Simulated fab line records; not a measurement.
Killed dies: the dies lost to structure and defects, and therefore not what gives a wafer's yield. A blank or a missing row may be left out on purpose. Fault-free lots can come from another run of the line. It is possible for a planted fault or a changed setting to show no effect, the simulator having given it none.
fab line records ; flow n5_finfet
record lots=4; wafers=12; last_day=19
route steps=1938 shown BEOL_M1@829 BEOL_M2@841 BEOL_M4@1111 PASSIVATION@1936
lots that met no fault: taken from a fault-free run of the same line
start_h: hours from the record's first day to the start of the lot's first wafer shown ; wait_h: hours from the lot's prior step to this one ; " the same as in the row above ; L1.1+2: several wafers, shown together as one row ; - no value, or no start was given ; * or withheld: withheld ; < > ~ a bound
route shown NAME@n: names a module that has steps shown in the file, with the first one's number in the route ; usual: mean/standard deviation taken from wafers without a fault ; same: alike in all rows ; chamber/n: place in a boat ; sites: the reading at each site ; _std_site: the standard deviation of these ; _edge_site: outer sites' mean less inner sites' ; radius_mm: how far each site lies from the wafer's centre ; mask NAME#n: copy n ; behind: tool/chamber where the wafer was last shaped ; hold: the reason the lot was held/the length of the hold in hours/how it ended ; device: names the non-switching transistor (n, p or np) ; end of line: tests run on the same wafers once the route is complete ; where a step has no rows: the recipe by itself ; killed: the dies lost at the first sort to structure and to defects; this is not the yield of the wafer ; map: a wafer's dies, marking killed ones x, the rest . and places with no die _
set.NAME: the run value of the setting; set.NAME@STEP: its run value at that earlier step ; model.NAME: the simulator's own value behind a step, which no gauge read
certain route steps with their lots: each step a table, each wafer a row
services: when a tool's chamber went out of use (start_h, in hours from the record's first day, below 0 if earlier), for how many hours, and the reason
## steps
# step N5_BEOL_M1_ANNEAL_95
# recipe temp_c=400; time_s=240; ambient=vacuum
# step N5_BEOL_M1_SPUTTER_96
# recipe material=Cu; target_thk_a=45; temp_c=-20; chamber_pressure_pa=0.07; power_w=withheld; time_s=8.29
# step N5_BEOL_M1_ECD_50
# recipe material=Cu; target_thk_a=3000
# step N5_BEOL_M1_ANNEAL_51
# recipe temp_c=225; time_s=90; ambient=N2
# step N5_BEOL_M1_CMP_52
# recipe stop_on=SiOC; t_overpolish_s=6.8; down_force_psi=1; platen_rpm=50; clearing_platen_down_force_psi=1.5; clearing_platen_rpm=50; post_cmp_clean=cu_alkaline; target_thk_nm=40; clearing_platen_pad_velocity_m_s=0.99484; pad_velocity_m_s=0.99484
# step N5_BEOL_M1_PRE_CLEAN_60
# recipe gas=NH3/H2; time_s=15; temp_c=*; rf_power_w=300
# step N5_BEOL_M1_CO_CAP_55
# recipe material=Co; target_thk_a=20; temp_c=200; precursor=CCTBA/H2; pressure_torr=30; time_s=102.1
# step N5_BEOL_M1_PRE_CLEAN_56
# recipe gas=NH3; time_s=15; temp_c=withheld; rf_power_w=300
# step N5_BEOL_M1_DEP_57
# recipe material=SiCN; target_thk_a=80; temp_c=withheld; precursor=3MS/NH3; pressure_torr=3; rf_w=202; time_s=14
# step N5_BEOL_M2_ILD_DEP_00
# recipe material=SiOC; target_thk_a=790; temp_c=350; precursor=DEMS/O2; pressure_torr=5; rf_w=500; time_s=15.3
# usual heater_power_w=434/55; showerhead_plenum_p_Torr=5.689/0.014; throttle_valve_pct=12.2/0.74
lot.wafer;tool;chamber;start_h;wait_h;heater_power_w;showerhead_plenum_p_Torr;throttle_valve_pct
L416.2;pecvd-03;0;171.43;0.0;518;5.702;12.5
L416.3;pecvd-03;2;171.43;0.0;433;5.708;10.9
L416.4;pecvd-03;1;171.43;0.0;389;5.689;12.5
L420.1;pecvd-04;0;185.23;0.0;458;5.663;12.2
L420.5;pecvd-04;2;185.23;0.0;450;5.669;11.7
L420.6;pecvd-04;0;185.23;0.0;457;5.669;12.2
L420.1;pecvd-04;0;185.60;0.4;461;5.664;12.0
L420.5;pecvd-04;2;185.60;0.4;446;5.688;12.0
L420.6;pecvd-04;0;185.60;0.4;462;5.653;12.5
L429.2;pecvd-03;1;250.94;0.0;358;5.693;12.8
L429.5;pecvd-03;1;250.94;0.0;358;5.698;12.6
L429.6;pecvd-03;2;250.94;0.0;345;5.697;11.1
L429.2;pecvd-03;1;251.18;0.2;357;5.683;12.8
L429.5;pecvd-03;1;251.18;0.2;361;5.699;12.6
L429.6;pecvd-03;2;251.18;0.2;343;5.698;10.8
L432.1;pecvd-03;1;269.38;0.0;377;5.667;12.6
L432.2;pecvd-03;0;269.38;0.0;528;5.711;12.5
L432.3;pecvd-03;2;269.38;0.0;368;5.692;11.3
# step N5_BEOL_M2_THK_MEAS_01
# recipe reads=SiOC_of_BEOL_M2_ILD_DEP_00
# usual M2_ILD_THK=78.6/1
lot.wafer;tool;chamber;start_h;wait_h;M2_ILD_THK[nm]
L416.2;film_metro-01;-;171.50;0.1;78.5
L416.3;film_metro-01;-;171.50;0.1;77.8
L416.4;film_metro-01;-;171.50;0.1;78.3
L420.1;film_metro-02;-;185.68;0.1;158.2
L420.5;film_metro-02;-;185.68;0.1;162.7
L420.6;film_metro-02;-;185.68;0.1;160.5
L429.2;film_metro-02;-;251.25;0.1;157.1
L429.5;film_metro-02;-;251.25;0.1;159.9
L429.6;film_metro-02;-;251.25;0.1;160.8
L432.1;film_metro-01;-;269.45;0.0;78.1
L432.2;film_metro-01;-;269.45;0.0;78.7
L432.3;film_metro-01;-;269.45;0.0;78.9
# step N5_BEOL_M2_PECVD_72
# recipe material=SiO2; target_thk_a=160; temp_c=400; precursor=TEOS/O2; pressure_torr=5.5; rf_w=450; teos_flow_sccm=53.8; gas=O2; flow_sccm=3000; time_s=18
# step N5_BEOL_M2_HM_DEP_02
# recipe material=TiN; target_thk_a=200; temp_c=25; chamber_pressure_pa=0.49996
# step N5_BEOL_M2_COAT_61
# recipe resist=SOC; temp_c=250; time_s=60; spin_rpm=1500; resist_thk_nm=60
# step N5_BEOL_M2_COAT_62
# recipe resist=SiARC; temp_c=220; time_s=60; spin_rpm=1500; resist_thk_nm=12
# step N5_BEOL_M2_COAT_73
# recipe resist=underlayer; temp_c=205; time_s=60; spin_rpm=1500; resist_thk_nm=5
# step N5_BEOL_M2_COAT_05
# recipe resist=CAR-EUV; spin_rpm=1500; resist_thk_nm=30
# step N5_BEOL_M2_EBR_07
# recipe solvent=PGMEA; ebr_width_mm=1.5
# step N5_BEOL_M2_SOFTBAKE_06
# recipe temp_c=110; time_s=60; resist=CAR-EUV
# step N5_BEOL_M2_EXPOSE_08
# recipe mask_id=M2; na=0.33; source_shape=dipole; sigma_inner=0.369; sigma_outer=0.767; polarization=unpolarized; dose_mj=41.25
# step N5_BEOL_M2_PEB_09
# recipe peb_temp_c=100; peb_time_s=60; resist=CAR-EUV
# step N5_BEOL_M2_DEVELOP_10
# recipe develop_time_s=30; developer=TMAH; resist=CAR-EUV; rinse_liquid=surfactant_rinse; dry=air_spin; dev_temp_c=23
# step N5_BEOL_M2_DESCUM_16
# recipe chemistry=O2; time_s=7; source_power_w=50; bias_power_w=20; pressure_mtorr=20; rf_frequency_hz=2.712e+07; temp_c=40; resist=CAR-EUV; o2_flow_sccm=225
# step N5_BEOL_M2_ETCH_74
# recipe chemistry=N2/H2; target=underlayer; target_depth_a=65; mask_material=CAR-EUV; time_s=5.2; ion_energy_ev=200; pressure_mtorr=30; source_w=840; bias_w=150; n2_flow_sccm=200; h2_flow_sccm=200; ends=cleared
# step N5_BEOL_M2_ETCH_63
# recipe chemistry=CF4; target=SiARC; target_depth_a=156; mask_material=CAR-EUV; time_s=26; ion_energy_ev=80; pressure_mtorr=40; source_w=545; bias_w=36; Ar_flow_sccm=100; cf4_flow_sccm=100; ends=cleared
# step N5_BEOL_M2_ETCH_64
# recipe chemistry=N2/H2; target=SOC; target_depth_a=750; overetch_a=225; mask_material=SiARC; temp_c=40; time_s=121.9; ion_energy_ev=200; pressure_mtorr=30; source_w=840; bias_w=150; n2_flow_sccm=200; h2_flow_sccm=200
# step N5_BEOL_M2_STRIP_65
# recipe chemistry=N2/H2; temp_c=40; n2_flow_sccm=200; h2_flow_sccm=200; rf_frequency_hz=6e+07
# step N5_BEOL_M2_STRIP_75
# recipe chemistry=N2/H2; temp_c=40; n2_flow_sccm=200; h2_flow_sccm=200; rf_frequency_hz=6e+07
# step N5_BEOL_M2_STRIP_66
# recipe chemistry=CF4; resist=SiARC; power_w=300; bias_power_w=75; pressure_mtorr=50; cf4_flow_sccm=150; rf_frequency_hz=6e+07
# step N5_BEOL_M2_HM_OPEN_17
# recipe chemistry=Cl2/BCl3; target_depth_a=200; overetch_a=60; target=TiN; mask_material=SOC; ion_energy_ev=150; pressure_mtorr=10; icp_w=1000; bias_w=126; Cl2_flow_sccm=53.25; bcl3_flow_sccm=21.75; Ar_flow_sccm=25
# step N5_BEOL_M2_STRIP_19
# recipe chemistry=O2; power_w=400; temp_c=40; pressure_mtorr=30; rf_frequency_hz=6e+07; bias_power_w=0; overash_fraction=0.2; o2_flow_sccm=225
# step N5_BEOL_M2_COAT_67
# recipe resist=SOC; temp_c=250; time_s=60; spin_rpm=1500; resist_thk_nm=60
# step N5_BEOL_M2_COAT_68
# recipe resist=SiARC; temp_c=220; time_s=60; spin_rpm=1500; resist_thk_nm=12
# step N5_BEOL_M2_COAT_76
# recipe resist=underlayer; temp_c=205; time_s=60; spin_rpm=1500; resist_thk_nm=5
# step N5_BEOL_M2_COAT_22
# recipe resist=CAR-EUV; spin_rpm=1500; resist_thk_nm=30
# step N5_BEOL_M2_CMP_52
# recipe stop_on=SiOC; t_overpolish_s=6.8; down_force_psi=1; platen_rpm=50; clearing_platen_down_force_psi=1.5; clearing_platen_rpm=50; post_cmp_clean=cu_alkaline; target_thk_nm=40; clearing_platen_pad_velocity_m_s=0.99484; pad_velocity_m_s=0.99484
# usual barrier_field_endpoint_s=24.5/0.78; motor_current_A=6.4/0.68; overpolish_run_s=6.801/0.0083; time_to_endpoint_s=62/4.1
lot.wafer;tool;chamber;start_h;wait_h;barrier_field_endpoint_s;motor_current_A;overpolish_run_s;time_to_endpoint_s;model.SiOC_of_BEOL_M2_ILD_DEP_00.thk_nm
L416.3;cmp-04;3;187.84;0.2;23.6;5.7;6.817;60;74.8
L416.2;cmp-04;0;187.84;0.2;24.1;7.0;6.815;60;75.4
L416.4;cmp-04;1;187.84;0.2;22.8;7.6;6.812;54;75.4
L420.1;cmp-02;1;198.59;0.3;24.9;5.7;6.813;64;155.2
L420.6;cmp-02;3;198.59;0.3;24.9;6.5;6.795;64;157.6
L420.5;cmp-02;0;198.59;0.3;25.4;6.2;6.816;65;159.6
L429.2;cmp-04;1;263.17;0.2;23.5;7.1;6.795;57;154
L429.5;cmp-04;0;263.17;0.2;25.2;6.8;6.800;65;157
L429.6;cmp-04;1;263.17;0.2;23.9;7.2;6.800;57;157.8
L432.3;cmp-03;3;284.50;0.2;24.9;7.2;6.795;68;76
L432.2;cmp-03;0;284.50;0.2;23.9;5.3;6.795;62;75.6
L432.1;cmp-03;2;284.50;0.2;24.3;5.7;6.787;66;75
# step N5_BEOL_M4_RC_MEAS_101
# usual DIBL_N=35.8/2.2; DIBL_P=35.3/2.7; IOFF_N=0.16/0.043; IOFF_P=0.21/0.043; ION_N=676/15; ION_P=463/9.1; SS_N=71.4/0.77; SS_P=73.0/0.79; VT_N=250/4; VT_P=-249.8/2.8
lot.wafer;tool;chamber;start_h;wait_h;DIBL_N[mV/V];DIBL_P[mV/V];IOFF_N[nA/um];IOFF_P[nA/um];ION_N[uA/um];ION_P[uA/um];SS_N[mV/dec];SS_P[mV/dec];VT_N[mV];VT_P[mV]
L416.2;prober-02;0;216.40;0.2;37.2;35.4;0.16;0.23;689;472;71.5;73.1;251;-246.9
L416.3;prober-02;0;216.40;0.2;35.7;34.5;0.14;0.22;690;474;71.5;72.7;248;-248.2
L416.4;prober-02;0;216.40;0.2;41.9;39.8;0.30;0.32;684;458;74.6;75.0;242;-244.9
L432.1;prober-02;0;309.59;0.0;36.3;35.4;0.18;0.20;679;457;71.3;72.6;247;-252.6
L432.2;prober-02;0;309.59;0.0;36.7;36.1;0.18;0.21;680;462;71.8;72.7;248;-250.3
L432.3;prober-02;0;309.59;0.0;35.8;34.2;0.15;0.18;686;457;71.9;72.3;254;-252.3
# step N5_PASSIVATION_PROBE_49
# usual defect_limited_yield=91.1/1.4; killed_at_M0_to_M3=34/11; killed_at_M4_up=14/5.6; killed_at_contacts=13/5.9; killed_at_front_end=40/11; killed_at_other=4/3.1; killed_dies=105/16; killed_on_rim=14/4.2; killed_open=68/11; killed_short=34/8.4; sort_bin_4_leakage=0.01/0.11; sort_bin_5_function=5.2/0.86; sort_bin_6_memory=3.2/0.7; sort_n_pass=1074/21; sort_yield_pct=91.0/1.8
# same gross_dies=1180; killed_at_back_side=0; sort_bin_8_speed[%]=0
lot.wafer;tool;chamber;start_h;wait_h;defect_limited_yield[%];killed_at_M0_to_M3;killed_at_M4_up;killed_at_contacts;killed_at_front_end;killed_at_other;killed_dies;killed_on_rim;killed_open;killed_short;sort_bin_4_leakage[%];sort_bin_5_function[%];sort_bin_6_memory[%];sort_n_pass;sort_yield_pct[%]
L420.1;prober-01;-;346.00;0.0;0;1123;13;16;27;1;1180;152;57;40;0;96.7;3.1;0;0
L420.5;prober-01;-;346.20;0.2;0;1113;18;7;40;2;1180;152;60;45;0;95.7;3.6;0;0
L420.6;prober-01;-;346.25;0.3;0;1095;13;10;59;3;1180;152;85;46;0;95.0;4.0;0;0
L432.1;prober-02;-;429.93;1.4;89.9;29;15;19;53;3;119;20;79;32;0;5.0;4.2;1061;89.9
L432.2;prober-02;-;429.98;1.5;92.5;28;18;15;26;1;88;10;63;23;0;5.1;1.9;1092;92.5
L432.3;prober-02;-;430.03;1.5;92.3;29;26;9;21;6;91;8;60;29;0;4.5;3.1;1089;92.3
L429.2;prober-02;-;464.43;0.1;0;1111;18;10;36;5;1180;152;71;33;0;96.4;3.1;0;0
L429.5;prober-02;-;464.58;0.2;0;1110;15;4;48;3;1180;152;76;32;0;97.0;2.8;0;0
L429.6;prober-02;-;464.63;0.3;0;1119;15;7;37;2;1180;152;72;31;0;96.5;3.4;0;0
# killed by level:class
L420.1 BEOL_M2:area_dep=1081 BEOL_M2:geometric_particle:open=10 MOL_CONTACT_COAG:geometric_particle:open=9 BEOL_M0_SAQP:geometric_particle:open=9 BEOL_M0_SAQP:geometric_particle:short=8 BEOL_M1:geometric_particle:short=8 FIN_SAQP:geometric_particle:short=5 FIN_SAQP:geometric_particle:open=5
L420.5 BEOL_M2:area_dep=1075 BEOL_M4:geometric_particle:open=14 BEOL_M0_SAQP:geometric_particle:short=12 FIN_SAQP:geometric_particle:short=10 GATE_CUT:geometric_particle:short=8 BEOL_M0_SAQP:geometric_particle:open=7 MOL_CONTACT_COAG:geometric_particle:open=7 GATE_CUT:geometric_particle:open=6
L420.6 BEOL_M2:area_dep=1048 FIN_SAQP:geometric_particle:open=22 BEOL_M0_SAQP:geometric_particle:short=15 BEOL_M0_SAQP:geometric_particle:open=14 STI_FIN_REVEAL:geometric_particle:open=8 GATE_CUT:geometric_particle:open=8 GATE_CUT:geometric_particle:short=6 MOL_CONTACT_COAG:geometric_particle:open=6
L432.1 MOL_CONTACT_COAG:geometric_particle:open=16 FIN_SAQP:geometric_particle:open=15 STI_FIN_REVEAL:geometric_particle:open=11 BEOL_M4:geometric_particle:open=8 BEOL_M0_SAQP:geometric_particle:short=7 HKMG_FIN:area_etch=7 BEOL_M0_SAQP:geometric_particle:open=6 FIN_SAQP:geometric_particle:short=5
L432.2 MOL_CONTACT_COAG:geometric_particle:open=11 BEOL_M0_SAQP:geometric_particle:short=11 BEOL_M4:geometric_particle:open=8 FIN_SAQP:geometric_particle:open=5 STARTING-WAFER:geometric_particle:open=5 STI_FIN_REVEAL:geometric_particle:open=4 MOL_CONTACT_COAG:geometric_particle:short=4 BEOL_M1:geometric_particle:open=4
L432.3 MOL_CONTACT_COAG:geometric_particle:open=9 BEOL_M0_SAQP:geometric_particle:open=8 BEOL_M4:geometric_particle:open=8 BEOL_M0_SAQP:geometric_particle:short=7 BEOL_M4:geometric_particle:short=5 ILD0:geometric_particle:short=4 BEOL_M5:geometric_particle:open=4 BEOL_M3:geometric_particle:open=4
L429.2 BEOL_M2:area_dep=1076 BEOL_M2:geometric_particle:open=9 BEOL_M3:geometric_particle:open=9 FIN_SAQP:geometric_particle:open=8 MOL_CONTACT_COAG:geometric_particle:open=8 BEOL_M4:geometric_particle:open=6 DUMMY_GATE:geometric_particle:open=5 ILD0:geometric_particle:short=5
L429.5 BEOL_M2:area_dep=1072 BEOL_M3:geometric_particle:open=12 STI_FIN_REVEAL:geometric_particle:open=10 FIN_SAQP:geometric_particle:open=9 DUMMY_GATE:geometric_particle:open=7 BEOL_M0_SAQP:geometric_particle:open=7 BEOL_M4:geometric_particle:open=6 BEOL_M0_SAQP:geometric_particle:short=5
L429.6 BEOL_M2:area_dep=1077 BEOL_M0_SAQP:geometric_particle:open=11 FIN_SAQP:geometric_particle:open=9 BEOL_M3:geometric_particle:open=8 ILD0:geometric_particle:open=7 STI_FIN_REVEAL:geometric_particle:open=6 MOL_CONTACT_COAG:geometric_particle:open=6 BEOL_M0_SAQP:geometric_particle:short=6
# map L420.1 (x killed, . not)
_________________xxxxxxxxxxxx________________
______________xxxxxxxxxxxxxxxxxx_____________
___________xxxxxxxxxxxxxxxxxxxxxxxx__________
__________xxxxxxxxxxxxxxxxxxxxxxxxxx_________
________xxxxxxxxxxxxxxxxxxxxxxxxxxxxxx_______
_______xxxxxxxxxxxxxxxxxxxxxxxxxxxxxxxx______
______xxxxxxxxxxxxxxxxxxxxxxxxxxxxxxxxxx_____
_____xxxxxxxxxxxxxxxxxxxxxxxxxxxxxxxxxxxx____
____xxxxxxxxxxxxxxxxxxxxxxxxxxxxxxxxxxxxxx___
___xxxxxxxxxxxxxxxxxxxxxxxxxxxxxxxxxxxxxxxx__
___xxxxxxxxxxxxxxxxxxxxxxxxxxxxxxxxxxxxxxxx__
__xxxxxxxxxxxxxxxxxxxxxxxxxxxxxxxxxxxxxxxxxx_
__xxxxxxxxxxxxxxxxxxxxxxxxxxxxxxxxxxxxxxxxxx_
_xxxxxxxxxxxxxxxxxxxxxxxxxxxxxxxxxxxxxxxxxxxx
_xxxxxxxxxxxxxxxxxxxxxxxxxxxxxxxxxxxxxxxxxxxx
_xxxxxxxxxxxxxxxxxxxxxxxxxxxxxxxxxxxxxxxxxxxx
_xxxxxxxxxxxxxxxxxxxxxxxxxxxxxxxxxxxxxxxxxxxx
_xxxxxxxxxxxxxxxxxxxxxxxxxxxxxxxxxxxxxxxxxxxx
_xxxxxxxxxxxxxxxxxxxxxxxxxxxxxxxxxxxxxxxxxxxx
_xxxxxxxxxxxxxxxxxxxxxxxxxxxxxxxxxxxxxxxxxxxx
_xxxxxxxxxxxxxxxxxxxxxxxxxxxxxxxxxxxxxxxxxxxx
__xxxxxxxxxxxxxxxxxxxxxxxxxxxxxxxxxxxxxxxxxx_
__xxxxxxxxxxxxxxxxxxxxxxxxxxxxxxxxxxxxxxxxxx_
___xxxxxxxxxxxxxxxxxxxxxxxxxxxxxxxxxxxxxxxx__
___xxxxxxxxxxxxxxxxxxxxxxxxxxxxxxxxxxxxxxxx__
____xxxxxxxxxxxxxxxxxxxxxxxxxxxxxxxxxxxxxx___
_____xxxxxxxxxxxxxxxxxxxxxxxxxxxxxxxxxxxx____
______xxxxxxxxxxxxxxxxxxxxxxxxxxxxxxxxxx_____
_______xxxxxxxxxxxxxxxxxxxxxxxxxxxxxxxx______
________xxxxxxxxxxxxxxxxxxxxxxxxxxxxxx_______
__________xxxxxxxxxxxxxxxxxxxxxxxxxx_________
___________xxxxxxxxxxxxxxxxxxxxxxxx__________
______________xxxxxxxxxxxxxxxxxx_____________
_________________xxxxxxxxxxxx________________
# map L429.2 (x killed, . not)
_________________xxxxxxxxxxxx________________
______________xxxxxxxxxxxxxxxxxx_____________
___________xxxxxxxxxxxxxxxxxxxxxxxx__________
__________xxxxxxxxxxxxxxxxxxxxxxxxxx_________
________xxxxxxxxxxxxxxxxxxxxxxxxxxxxxx_______
_______xxxxxxxxxxxxxxxxxxxxxxxxxxxxxxxx______
______xxxxxxxxxxxxxxxxxxxxxxxxxxxxxxxxxx_____
_____xxxxxxxxxxxxxxxxxxxxxxxxxxxxxxxxxxxx____
____xxxxxxxxxxxxxxxxxxxxxxxxxxxxxxxxxxxxxx___
___xxxxxxxxxxxxxxxxxxxxxxxxxxxxxxxxxxxxxxxx__
___xxxxxxxxxxxxxxxxxxxxxxxxxxxxxxxxxxxxxxxx__
__xxxxxxxxxxxxxxxxxxxxxxxxxxxxxxxxxxxxxxxxxx_
__xxxxxxxxxxxxxxxxxxxxxxxxxxxxxxxxxxxxxxxxxx_
_xxxxxxxxxxxxxxxxxxxxxxxxxxxxxxxxxxxxxxxxxxxx
_xxxxxxxxxxxxxxxxxxxxxxxxxxxxxxxxxxxxxxxxxxxx
_xxxxxxxxxxxxxxxxxxxxxxxxxxxxxxxxxxxxxxxxxxxx
_xxxxxxxxxxxxxxxxxxxxxxxxxxxxxxxxxxxxxxxxxxxx
_xxxxxxxxxxxxxxxxxxxxxxxxxxxxxxxxxxxxxxxxxxxx
_xxxxxxxxxxxxxxxxxxxxxxxxxxxxxxxxxxxxxxxxxxxx
_xxxxxxxxxxxxxxxxxxxxxxxxxxxxxxxxxxxxxxxxxxxx
_xxxxxxxxxxxxxxxxxxxxxxxxxxxxxxxxxxxxxxxxxxxx
__xxxxxxxxxxxxxxxxxxxxxxxxxxxxxxxxxxxxxxxxxx_
__xxxxxxxxxxxxxxxxxxxxxxxxxxxxxxxxxxxxxxxxxx_
___xxxxxxxxxxxxxxxxxxxxxxxxxxxxxxxxxxxxxxxx__
___xxxxxxxxxxxxxxxxxxxxxxxxxxxxxxxxxxxxxxxx__
____xxxxxxxxxxxxxxxxxxxxxxxxxxxxxxxxxxxxxx___
_____xxxxxxxxxxxxxxxxxxxxxxxxxxxxxxxxxxxx____
______xxxxxxxxxxxxxxxxxxxxxxxxxxxxxxxxxx_____
_______xxxxxxxxxxxxxxxxxxxxxxxxxxxxxxxx______
________xxxxxxxxxxxxxxxxxxxxxxxxxxxxxx_______
__________xxxxxxxxxxxxxxxxxxxxxxxxxx_________
___________xxxxxxxxxxxxxxxxxxxxxxxx__________
______________xxxxxxxxxxxxxxxxxx_____________
_________________xxxxxxxxxxxx________________
## services
tool;chamber;start_h;hours;kind
cmp-02;-;153.93;0.7;repair
pecvd-04;0;157.64;2.1;scheduled_down
pecvd-04;1;171.87;21.9;repair
cmp-04;-;173.15;2.0;repair
cmp-04;-;176.37;6.5;pm
cmp-04;-;183.67;2.0;repair
cmp-02;-;194.72;1.6;repair
pecvd-04;2;202.43;-;clean
pecvd-04;2;202.43;-;consumable_replace:showerhead
pecvd-04;2;202.43;29.0;scheduled_down
pecvd-04;2;202.43;29.0;vent_cycle
cmp-03;-;209.31;0.3;repair
cmp-02;-;211.88;4.0;pm
cmp-02;-;215.88;-;consumable_replace:conditioner
cmp-02;-;215.88;-;consumable_replace:pad
pecvd-04;0;223.22;5.5;scheduled_down
cmp-04;-;230.79;1.2;repair
cmp-04;-;244.92;0.5;repair
cmp-02;-;248.49;1.5;repair
cmp-02;-;265.06;3.1;repair
## key
first_sign step=N5_BEOL_M2_ILD_DEP_00; reading=visit; direction=added
effect step=N5_BEOL_M2_THK_MEAS_01; reading=M2_ILD_THK; direction=up; sigmas=78; usual=78.6; struck=159.9
effect step=N5_PASSIVATION_PROBE_49; reading=sort_bin_5_function; direction=up; sigmas=99+; usual=5.2; struck=96.2
model_effect step=N5_BEOL_M2_CMP_52; value=SiOC_of_BEOL_M2_ILD_DEP_00.thk_nm; without=76.13; struck=156.9
more_kills_born_at N5_BEOL_M2_ILD_DEP_00@pecvd-03=3225; N5_BEOL_M2_ILD_DEP_00@pecvd-04=3204
met_at N5_BEOL_M2_ILD_DEP_00
struck_wafers L420.1,L420.5,L420.6,L429.2,L429.5,L429.6
later_rows_left_out L420.1,L420.5,L420.6,L429.2,L429.5,L429.6
fault kind=repeated_step_whole; tool=pecvd-01,pecvd-03,pecvd-04; chamber=-; onset_h=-; steps=N5_BEOL_M2_ILD_DEP_00; times=1; scope=struck_lots_only
# later_rows_left_out: the simulator's readings of these wafers behind a module that went badly wrong aren't trusted and aren't shown, but for the sort
